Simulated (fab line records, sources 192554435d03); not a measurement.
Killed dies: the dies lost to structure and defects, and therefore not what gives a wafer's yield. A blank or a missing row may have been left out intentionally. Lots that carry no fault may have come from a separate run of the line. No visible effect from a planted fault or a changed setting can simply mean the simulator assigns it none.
What tool caused it? :: flow n5 finfet :: 12 lots, 36 wafers sampled, at 5 steps of a route of 1938

WHAT THE GAUGES SHOWED, per wafer
N5_BEOL_M9_RS_MEAS_57: measurement is done with a four-point probe.
lot: L075
measured: day 10 11:57
on: film metro-01
M9_RS (ohm/sq): 0.153 0.157 0.154

lot: L077
measured: day 10 20:11
on: film metro-02
M9_RS (ohm/sq): 0.148 0.152 0.150

lot: L079
measured: day 11 09:34
on: film metro-02
M9_RS (ohm/sq): 0.151 0.146 0.151

lot: L081
measured: day 11 20:11
on: film metro-01
M9_RS (ohm/sq): 0.151 0.147 0.149

lot: L082
measured: day 12 04:37
on: film metro-02
M9_RS (ohm/sq): 0.145 0.150 0.146

lot: L086
measured: day 12 21:30
on: film metro-01
M9_RS (ohm/sq): 0.151 0.147 0.149

lot: L087
measured: day 13 16:56
on: film metro-01
M9_RS (ohm/sq): 0.148 0.148 0.151

lot: L090
measured: day 13 21:18
on: film metro-01
M9_RS (ohm/sq): 0.151 0.152 0.149

lot: L092
measured: day 14 09:17
on: film metro-01
M9_RS (ohm/sq): 0.151 0.150 0.153

lot: L093
measured: day 14 21:28
on: film metro-01
M9_RS (ohm/sq): 0.151 0.157 0.155

lot: L096
measured: day 15 09:38
on: film metro-02
M9_RS (ohm/sq): 0.150 0.152 0.155

lot: L091
measured: day 16 04:46
on: film metro-01
M9_RS (ohm/sq): 0.156 0.159 0.152

EACH LOT AND THE TOOL THAT RAN IT (in order: tool; ch and the chambers of the sampled wafers; start)
lot: L075
N5_BEOL_M8_SURFACE_TREAT_79: pvd sputter-03, day 10 02:34
N5_BEOL_M9_STRIP_36: rie diel-05 ch 2,3, day 10 08:52
N5_BEOL_M9_CURE_72: uv cure-03 ch 0, day 10 09:16
N5_BEOL_M9_ANNEAL_51: rtp anneal-02 ch 0, day 10 11:14

lot: L077
N5_BEOL_M8_SURFACE_TREAT_79: pvd sputter-03, day 10 12:40
N5_BEOL_M9_STRIP_36: rie diel-05 ch 2,3, day 10 17:35
N5_BEOL_M9_CURE_72: uv cure-03 ch 1, day 10 18:13
N5_BEOL_M9_ANNEAL_51: rtp anneal-02 ch 0, day 10 19:32

lot: L079
N5_BEOL_M8_SURFACE_TREAT_79: pvd sputter-01, day 11 01:39
N5_BEOL_M9_STRIP_36: rie diel-03 ch 0,1,3, day 11 06:43
N5_BEOL_M9_CURE_72: uv cure-03 ch 2, day 11 07:08
N5_BEOL_M9_ANNEAL_51: rtp anneal-01 ch 0, day 11 08:50

lot: L081
N5_BEOL_M8_SURFACE_TREAT_79: pvd sputter-01, day 11 12:35
N5_BEOL_M9_STRIP_36: rie diel-05 ch 0,1,2, day 11 16:28
N5_BEOL_M9_CURE_72: uv cure-03 ch 0, day 11 16:53
N5_BEOL_M9_ANNEAL_51: rtp anneal-02 ch 0, day 11 19:28

lot: L082
N5_BEOL_M8_SURFACE_TREAT_79: pvd sputter-01, day 11 19:55
N5_BEOL_M9_STRIP_36: rie diel-05 ch 0,2, day 12 01:32
N5_BEOL_M9_CURE_72: uv cure-03 ch 0, day 12 01:57
N5_BEOL_M9_ANNEAL_51: rtp anneal-01 ch 0, day 12 03:54

lot: L086
N5_BEOL_M8_SURFACE_TREAT_79: pvd sputter-03, day 12 13:25
N5_BEOL_M9_STRIP_36: rie diel-05 ch 0,1,3, day 12 18:07
N5_BEOL_M9_CURE_72: uv cure-03 ch 1, day 12 18:38
N5_BEOL_M9_ANNEAL_51: rtp anneal-02 ch 0, day 12 20:12

lot: L087
N5_BEOL_M8_SURFACE_TREAT_79: pvd sputter-01, day 13 04:02
N5_BEOL_M9_STRIP_36: rie diel-05 ch 0,1,3, day 13 13:40
N5_BEOL_M9_CURE_72: uv cure-02 ch 2, day 13 14:04
N5_BEOL_M9_ANNEAL_51: rtp anneal-01 ch 0, day 13 16:10

lot: L090
N5_BEOL_M8_SURFACE_TREAT_79: pvd sputter-03, day 13 12:52
N5_BEOL_M9_STRIP_36: rie diel-05 ch 0,2,3, day 13 18:33
N5_BEOL_M9_CURE_72: uv cure-03 ch 1, day 13 19:05
N5_BEOL_M9_ANNEAL_51: rtp anneal-01 ch 0, day 13 20:35

lot: L092
N5_BEOL_M8_SURFACE_TREAT_79: pvd sputter-02, day 14 02:10
N5_BEOL_M9_STRIP_36: rie diel-03 ch 0,1,3, day 14 06:50
N5_BEOL_M9_CURE_72: uv cure-01 ch 0, day 14 07:23
N5_BEOL_M9_ANNEAL_51: rtp anneal-02 ch 0, day 14 08:40

lot: L093
N5_BEOL_M8_SURFACE_TREAT_79: pvd sputter-01, day 14 12:13
N5_BEOL_M9_STRIP_36: rie diel-03 ch 0,2,3, day 14 17:54
N5_BEOL_M9_CURE_72: uv cure-03 ch 2, day 14 18:19
N5_BEOL_M9_ANNEAL_51: rtp anneal-01 ch 0, day 14 20:44

lot: L096
N5_BEOL_M8_SURFACE_TREAT_79: pvd sputter-01, day 14 23:23
N5_BEOL_M9_STRIP_36: rie diel-03 ch 0,1,3, day 15 04:39
N5_BEOL_M9_CURE_72: uv cure-02 ch 1, day 15 05:04
N5_BEOL_M9_ANNEAL_51: rtp anneal-01 ch 0, day 15 08:55

lot: L091
N5_BEOL_M8_SURFACE_TREAT_79: pvd sputter-03, day 15 18:54
N5_BEOL_M9_STRIP_36: rie diel-03 ch 2,3, day 16 01:16
N5_BEOL_M9_CURE_72: uv cure-03 ch 1, day 16 01:47
N5_BEOL_M9_ANNEAL_51: rtp anneal-02 ch 0, day 16 04:05
- N5_BEOL_M8_SURFACE_TREAT_79
- N5_BEOL_M9_STRIP_36: strips in N2/H2.
- N5_BEOL_M9_CURE_72: cures SiCOH lowk, time 120 s.
- N5_BEOL_M9_ANNEAL_51: time 90 s.

THE ANSWER, worked out from the rows above alone
Rule: usual is defined by the lots themselves. Put in order of their means at a reading, lots are off if they are a third of the lots or fewer, leave a main group of 4 or more, and stand apart from it by a gap of 3 or more times the standard deviation of the main group's means; of several such gaps the widest counts. If all means in a main group match to the digits the tables above print for the reading, that group is not used. A lot without any number at a reading at which 4 lots or more have one is off too. The other lots that the step has rows for count as sound.
Across all readings shown, no lot is off: no conclusion can be drawn from this.

WHAT THE SIMULATOR HAD PUT IN
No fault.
